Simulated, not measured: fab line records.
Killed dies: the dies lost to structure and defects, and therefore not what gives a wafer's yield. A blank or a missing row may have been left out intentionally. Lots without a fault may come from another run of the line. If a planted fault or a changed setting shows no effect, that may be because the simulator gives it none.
Matching of chambers :: flow nand_harc :: NHARC_P_M1_DESCUM_14 on rie_diel-10: 4 sister chambers
The step chemistry O2, time 3 s. 8 wafers are shown with their chamber, then 12 later ones without.

== WAFERS, EACH WITH ITS CHAMBER ==
wafer: L082.5
chamber: 3
showerhead_plenum_p_Torr (Torr): 1.98
drypump_motor_current_A (A): 6.1

wafer: L083.3
chamber: 1
showerhead_plenum_p_Torr (Torr): 1.96
drypump_motor_current_A (A): 5.6

wafer: L083.4
chamber: 2
showerhead_plenum_p_Torr (Torr): 1.93
drypump_motor_current_A (A): 5.6

wafer: L086.5
chamber: 0
showerhead_plenum_p_Torr (Torr): 1.86
drypump_motor_current_A (A): 5.6

wafer: L086.6
chamber: 3
showerhead_plenum_p_Torr (Torr): 1.98
drypump_motor_current_A (A): 6.1

wafer: L087.1
chamber: 0
showerhead_plenum_p_Torr (Torr): 1.86
drypump_motor_current_A (A): 5.5

wafer: L087.4
chamber: 2
showerhead_plenum_p_Torr (Torr): 1.93
drypump_motor_current_A (A): 5.6

wafer: L087.6
chamber: 1
showerhead_plenum_p_Torr (Torr): 1.95
drypump_motor_current_A (A): 5.7

== WAFERS WHOSE CHAMBER IS MISSING ==
wafer: L090.1
showerhead_plenum_p_Torr (Torr): 1.98
drypump_motor_current_A (A): 6.1

wafer: L090.3
showerhead_plenum_p_Torr (Torr): 1.95
drypump_motor_current_A (A): 5.6

wafer: L090.6
showerhead_plenum_p_Torr (Torr): 1.86
drypump_motor_current_A (A): 5.6

wafer: L094.1
showerhead_plenum_p_Torr (Torr): 1.95
drypump_motor_current_A (A): 5.6

wafer: L094.3
showerhead_plenum_p_Torr (Torr): 1.98
drypump_motor_current_A (A): 6.2

wafer: L094.4
showerhead_plenum_p_Torr (Torr): 1.86
drypump_motor_current_A (A): 5.6

wafer: L096.1
showerhead_plenum_p_Torr (Torr): 1.98
drypump_motor_current_A (A): 6.2

wafer: L096.3
showerhead_plenum_p_Torr (Torr): 1.86
drypump_motor_current_A (A): 5.6

wafer: L096.6
showerhead_plenum_p_Torr (Torr): 1.86
drypump_motor_current_A (A): 5.5

wafer: L097.1
showerhead_plenum_p_Torr (Torr): 1.86
drypump_motor_current_A (A): 5.6

wafer: L097.2
showerhead_plenum_p_Torr (Torr): 1.93
drypump_motor_current_A (A): 5.6

wafer: L097.5
showerhead_plenum_p_Torr (Torr): 1.86
drypump_motor_current_A (A): 5.6

== THE CHAMBER EACH PASSED THROUGH ==
wafer: L090.1
from the rows above: 3
in truth: 3

wafer: L090.3
from the rows above: 1
in truth: 1

wafer: L090.6
from the rows above: 0
in truth: 0

wafer: L094.1
from the rows above: 1
in truth: 1

wafer: L094.3
from the rows above: 3
in truth: 3

wafer: L094.4
from the rows above: 0
in truth: 0

wafer: L096.1
from the rows above: 3
in truth: 3

wafer: L096.3
from the rows above: 0
in truth: 0

wafer: L096.6
from the rows above: 0
in truth: 0

wafer: L097.1
from the rows above: 0
in truth: 0

wafer: L097.2
from the rows above: 2
in truth: 2

wafer: L097.5
from the rows above: 0
in truth: 0
Correct placement for 12 of the 12. Can't be placed from these rows: 0. 0 placed wrongly.
How it was worked out, from the rows above alone: a wafer's distance from a chamber is the root of the sum, over the readings, of the square of ((its reading less the chamber's mean) divided by the reading's scatter). If the next closest chamber is less than 2 further off than the closest, the wafer can't be placed; otherwise it belongs to the closest. Each chamber's mean is taken over the wafers shown for it. The scatter: take each reading less its chamber's mean, square it, sum over the shown wafers, divide by the number of wafers less the number of chambers, and take the root.
